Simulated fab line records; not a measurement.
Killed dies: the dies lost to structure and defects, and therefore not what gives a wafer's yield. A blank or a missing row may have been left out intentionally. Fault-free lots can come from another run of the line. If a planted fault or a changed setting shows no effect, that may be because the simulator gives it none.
Split-lot study -- flow n5-finfet -- 21 wafers read across 7 lots, on a route 1938 steps long

== THE SPLIT ==
At N5_DUMMY_GATE_COAT_28 (time 60 s, resist thk 10 nm), the setting spin-rpm was moved away from the recipe's 1500 rpm on 6 of the 21 wafers read, by -3.9% to +10.9%. This setting was run at the recipe's value on the other wafers.

The reading comes from the split's own step.

== THE READING ==
underlayer_of_DUMMY_GATE_COAT_28.thk-nm (the simulator's own value, which no gauge read), in nm, at N5_DUMMY_GATE_COAT_28 (time 60 s, resist thk 10 nm). No usual value for it is given in the file.

wafer,"tool, chamber at the split","spin-rpm as run, rpm",against the recipe,"underlayer_of_DUMMY_GATE_COAT_28.thk-nm, nm",against lot-mates on the recipe
L074.3,"litho-track-03, 0",1500,recipe,10,-
L074.5,"litho-track-03, 0",1500,recipe,10,-
L074.6,"litho-track-03, 0",1500,recipe,10,-
L076.1,"litho-track-05, 0",1621,+8.1%,9.6,-0.4
L076.4,"litho-track-05, 0",1621,+8.1%,9.6,-0.4
L076.6,"litho-track-05, 0",1500,recipe,10,-
L079.1,"litho-track-03, 0",1500,recipe,10,-
L079.2,"litho-track-03, 0",1500,recipe,10,-
L079.6,"litho-track-03, 0",1500,recipe,10,-
L082.4,"litho-track-05, 0",1441,-3.9%,10.2,no lot-mate on the recipe
L082.5,"litho-track-05, 0",1441,-3.9%,10.2,no lot-mate on the recipe
L082.6,"litho-track-05, 0",1441,-3.9%,10.2,no lot-mate on the recipe
L085.4,"litho-track-05, 0",1663,+10.9%,9.4,-0.6
L085.5,"litho-track-05, 0",1500,recipe,10,-
L085.6,"litho-track-05, 0",1500,recipe,10,-
L087.1,"litho-track-03, 0",1500,recipe,10,-
L087.2,"litho-track-03, 0",1500,recipe,10,-
L087.4,"litho-track-03, 0",1500,recipe,10,-
L090.2,"litho-track-04, 0",1500,recipe,10,-
L090.5,"litho-track-04, 0",1500,recipe,10,-
L090.6,"litho-track-04, 0",1500,recipe,10,-

FIT RESULTS
A straight line over all 21 wafers: underlayer_of_DUMMY_GATE_COAT_28.thk-nm changes by -0.052 nm for each +1% of spin-rpm; r = -1.00; the points scatter about the line by 0.01 nm.
The same after taking each lot's own level away (the mean of its wafers on the recipe; 18 wafers): -0.0523 nm for each +1%; r = -1.00; scatter 0.011 nm.
According to that fit, moving spin-rpm by its largest amount changes the reading by 0.57 nm.
The lots' own levels span 10.00 to 10.00 nm.
The two slopes are in agreement: the lot-to-lot level therefore moves the slope only a little.
Check: for one of the wafers moved furthest among these (+10.9%), held out of the fit, the line's prediction against its lot-mates is -0.539 nm. It came out at -0.6 nm against them.

== THE OTHER SPLITS THESE WAFERS WENT THROUGH ==
Other splits were also applied to these wafers ahead of the reading. Each is held against what the fit with the lots' levels taken away leaves over:
other split on the same wafers,wafers away from the commonest value,r with underlayer_of_DUMMY_GATE_COAT_28.thk-nm (lot level and that fit taken away)
N5_ZERO_LAYER_EXPOSE_08 dose-mj,10,+0.01
N5_ZERO_LAYER_DEVELOP_10 develop-time-s,6,+0.04
N5_WELL_APT_PEB_06 peb-time-s,9,-0.19
N5_WELL_APT_DESCUM_13 time-s,7,+0.77
N5_FIN_SAQP_SPACER1_ALD_24 ald-cycles,8,-0.02
N5_STI_FIN_REVEAL_ETCHBACK_08 time-s,5,+0.04
N5_STI_FIN_REVEAL_PRECLEAN_17 time-s,8,+0.20

== FILE'S OWN FIT ==
underlayer_of_DUMMY_GATE_COAT_28.thk-nm changes by -0.0532 nm for each +1% of spin-rpm, r = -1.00.
